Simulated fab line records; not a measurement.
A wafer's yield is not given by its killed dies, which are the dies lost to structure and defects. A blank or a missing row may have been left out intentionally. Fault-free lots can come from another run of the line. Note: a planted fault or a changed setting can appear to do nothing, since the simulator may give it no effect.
What tool caused it? + flow n5_finfet + 10 lots, 30 wafers sampled, at 4 steps of a route of 1938

WHAT THE GAUGES READ, wafer by wafer
N5_BEOL_M4_RC_MEAS_101.
| lot  | measured     | on        | DIBL_N (mV/V)  | DIBL_P (mV/V)  | IOFF_N (nA/um)    | IOFF_P (nA/um)    | ION_N (uA/um) | ION_P (uA/um) | SS_N (mV/dec)  | SS_P (mV/dec)  | VT_N (mV)         | VT_P (mV)            |
|------|--------------|-----------|----------------|----------------|-------------------|-------------------|---------------|---------------|----------------|----------------|-------------------|----------------------|
| L313 | day 8 21:29  | prober-01 | 35.8 35.2 34.1 | 35.7 34.7 34.3 | 0.163 0.154 0.136 | 0.214 0.195 0.186 | 678 676 664   | 462 460 460   | 70.9 71.1 70.7 | 73.4 73.3 72.3 | 250.3 250.3 253.4 | -252.0 -250.5 -251.6 |
| L314 | day 9 03:50  | prober-01 | 36.7 38.0 37.8 | 33.8 35.8 35.7 | 0.152 0.176 0.173 | 0.187 0.214 0.210 | 670 691 678   | 459 470 457   | 71.3 71.4 72.0 | 72.3 74.1 73.6 | 250.7 247.4 246.8 | -252.1 -250.6 -251.4 |
| L315 | day 9 12:56  | prober-01 | 37.0 37.1 35.8 | 38.9 39.1 37.2 | 0.179 0.171 0.159 | 0.242 0.249 0.212 | 677 676 677   | 462 464 466   | 72.6 72.4 71.5 | 72.9 73.9 73.1 | 247.9 250.5 251.4 | -251.3 -248.7 -248.6 |
| L316 | day 9 22:43  | prober-01 | 38.0 39.0 38.1 | 38.1 39.0 37.9 | 0.188 0.219 0.191 | 0.232 0.242 0.228 | 679 694 688   | 458 469 466   | 71.8 72.1 71.2 | 73.6 73.2 74.3 | 246.1 242.9 244.9 | -248.4 -249.2 -249.0 |
| L321 | day 11 01:11 | prober-01 | 35.4 33.9 36.6 | 35.4 34.3 37.4 | 0.137 0.121 0.166 | 0.176 0.169 0.209 | 668 661 668   | 456 455 452   | 70.9 70.4 71.3 | 72.5 73.0 73.3 | 254.7 255.1 247.1 | -254.9 -252.1 -252.9 |
| L323 | day 11 03:19 | prober-01 | 37.4 37.2 37.9 | 38.4 38.6 38.8 | 0.186 0.181 0.203 | 0.244 0.239 0.244 | 676 677 679   | 466 464 458   | 71.7 71.7 72.0 | 73.3 73.4 73.5 | 248.0 249.7 248.6 | -251.3 -250.6 -246.8 |
| L325 | day 12 05:47 | prober-02 | 36.1 34.7 36.1 | 35.7 34.1 36.0 | 0.175 0.146 0.174 | 0.209 0.191 0.210 | 686 675 682   | 466 464 459   | 71.6 71.5 71.4 | 72.9 72.1 73.4 | 244.6 250.2 249.9 | -251.3 -250.9 -251.5 |
| L330 | day 13 03:38 | prober-02 | 35.1 34.7 35.5 | 34.9 34.4 35.5 | 0.159 0.146 0.157 | 0.175 0.169 0.187 | 681 674 667   | 458 457 455   | 71.7 71.1 71.8 | 73.1 73.1 72.9 | 250.2 249.3 249.2 | -254.8 -252.5 -254.0 |
| L332 | day 13 15:23 | prober-02 | 37.4 36.6 37.8 | 37.1 36.1 36.8 | 0.184 0.164 0.174 | 0.225 0.212 0.218 | 675 674 678   | 464 457 459   | 71.4 71.6 71.2 | 73.8 73.7 74.1 | 246.9 251.0 249.6 | -250.5 -251.4 -249.9 |
| L331 | day 13 16:01 | prober-02 | 35.5 36.0 36.3 | 35.8 36.8 36.5 | 0.140 0.158 0.155 | 0.200 0.221 0.216 | 660 670 665   | 457 465 464   | 71.3 72.0 71.7 | 72.4 73.2 72.3 | 250.5 249.4 251.5 | -249.5 -250.0 -250.7 |

N5_MIM_TOP_LITHO_CD_MEAS_08: the cd target is 2000 nm.
| lot  | measured     | on        | cd_nm (nm)           |
|------|--------------|-----------|----------------------|
| L313 | day 12 08:09 | cd_sem-02 | 1999.7 2000.5 1998.1 |
| L314 | day 12 15:05 | cd_sem-01 | 2002.3 2000.6 1998.7 |
| L315 | day 13 04:55 | cd_sem-02 | 1999.1 2000.5 1997.9 |
| L316 | day 13 17:52 | cd_sem-02 | 1999.6 2000.6 1998.2 |
| L321 | day 15 01:00 | cd_sem-02 | 2002.1 2001.6 1999.6 |
| L323 | day 15 00:06 | cd_sem-03 | 2000.8 2000.0 1998.8 |
| L325 | day 15 14:32 | cd_sem-01 | 1998.7 1999.8 1999.7 |
| L330 | day 17 07:37 | cd_sem-01 | 2002.2 1998.7 2000.1 |
| L332 | day 17 15:44 | cd_sem-01 | 2001.1 2000.1 2000.3 |
| L331 | day 17 20:32 | cd_sem-01 | 2001.3 2001.6 2000.8 |

N5_MIM_BOT_LITHO_CD_MEAS_08: the cd target is 3000 nm.
| lot  | measured     | on        | cd_nm (nm)           |
|------|--------------|-----------|----------------------|
| L313 | day 12 08:55 | cd_sem-01 | 2999.8 2998.8 3000.4 |
| L314 | day 12 15:59 | cd_sem-02 | 2996.0 2997.8 2998.9 |
| L315 | day 13 06:26 | cd_sem-01 | 3002.5 3000.4 2999.0 |
| L316 | day 13 18:43 | cd_sem-03 | 2997.9 2999.4 3000.1 |
| L321 | day 15 01:51 | cd_sem-02 | 2998.4 2999.2 2998.3 |
| L323 | day 15 00:53 | cd_sem-01 | 2998.9 2999.7 2998.0 |
| L325 | day 15 15:17 | cd_sem-01 | 3001.1 3000.8 2998.9 |
| L330 | day 17 08:21 | cd_sem-01 | 2999.7 2998.8 2997.1 |
| L332 | day 17 16:34 | cd_sem-02 | 3000.9 3000.4 3004.1 |
| L331 | day 17 21:18 | cd_sem-03 | 2998.9 2998.6 3001.3 |

WHICH TOOL RAN EACH LOT (tool, then ch and the chambers of the sampled wafers, then the start)
| lot  | N5_PASSIVATION_PECVD_00         |
|------|---------------------------------|
| L313 | pecvd-01 ch 1,2, day 12 05:50   |
| L314 | pecvd-03 ch 0,1,2, day 12 13:32 |
| L315 | pecvd-03 ch 1,2, day 13 02:33   |
| L316 | pecvd-03 ch 0,2, day 13 14:03   |
| L321 | pecvd-03 ch 1,2, day 14 23:20   |
| L323 | pecvd-03 ch 0,1,2, day 14 20:35 |
| L325 | pecvd-03 ch 1,2, day 15 12:41   |
| L330 | pecvd-04 ch 0,2, day 17 04:58   |
| L332 | pecvd-04 ch 0,2, day 17 13:58   |
| L331 | pecvd-01 ch 0,2, day 17 17:09   |
- N5_PASSIVATION_PECVD_00: deposits SiO2 from SiH4/N2O, target thk 200 nm, time 11.2 s.

AS READ BY THE TOOLS THEMSELVES (means over the sampled wafers that have a number; for cases with no such wafer, the mark the record gives instead)
N5_PASSIVATION_PECVD_00.
| lot  | tool     | heater_power_w (W) | showerhead_plenum_p_Torr (Torr) | susceptor_temp_C (C) | throttle_valve_pct (%) |
|------|----------|--------------------|---------------------------------|----------------------|------------------------|
| L313 | pecvd-01 | 682                | 8.32                            | 400.15               | 48.8                   |
| L314 | pecvd-03 | 662                | 8.21                            | 400.10               | 50.9                   |
| L315 | pecvd-03 | 608                | 8.17                            | 399.97               | 51.3                   |
| L316 | pecvd-03 | 595                | 8.27                            | 400.20               | 50.5                   |
| L321 | pecvd-03 | 645                | 8.16                            | 400.09               | 51.6                   |
| L323 | pecvd-03 | 629                | 8.20                            | 399.95               | 51.1                   |
| L325 | pecvd-03 | 623                | 8.13                            | 400.11               | 51.8                   |
| L330 | pecvd-04 | 575                | 8.24                            | 400.03               | 52.5                   |
| L332 | pecvd-04 | 632                | 8.27                            | 399.86               | 52.4                   |
| L331 | pecvd-01 | 651                | 8.21                            | 400.04               | 53.1                   |

THE ANSWER, worked out from the rows above alone
Rule: usual is defined by the lots themselves. Put in order of their means at a reading, lots are off if they are a third of the lots or fewer, leave a main group of 4 or more, and stand apart from it by a gap of 3 or more times the standard deviation of the main group's means; of several such gaps the widest counts. A main group whose means are all the same, to the digits that the tables above print for the reading, isn't used. A lot without any number at a reading at which 4 lots or more have one is off too. All remaining lots with rows at the step are treated as sound. First the gauges in route order, then the tools' own readings, where a lot's mean is used as printed above. At the first step where some lot is off, the reading lying furthest off is the one used; lots without a number count as furthest.
None of the lots is off at any reading shown; this tells nothing.

WHAT HAD BEEN PUT IN BY THE SIMULATOR
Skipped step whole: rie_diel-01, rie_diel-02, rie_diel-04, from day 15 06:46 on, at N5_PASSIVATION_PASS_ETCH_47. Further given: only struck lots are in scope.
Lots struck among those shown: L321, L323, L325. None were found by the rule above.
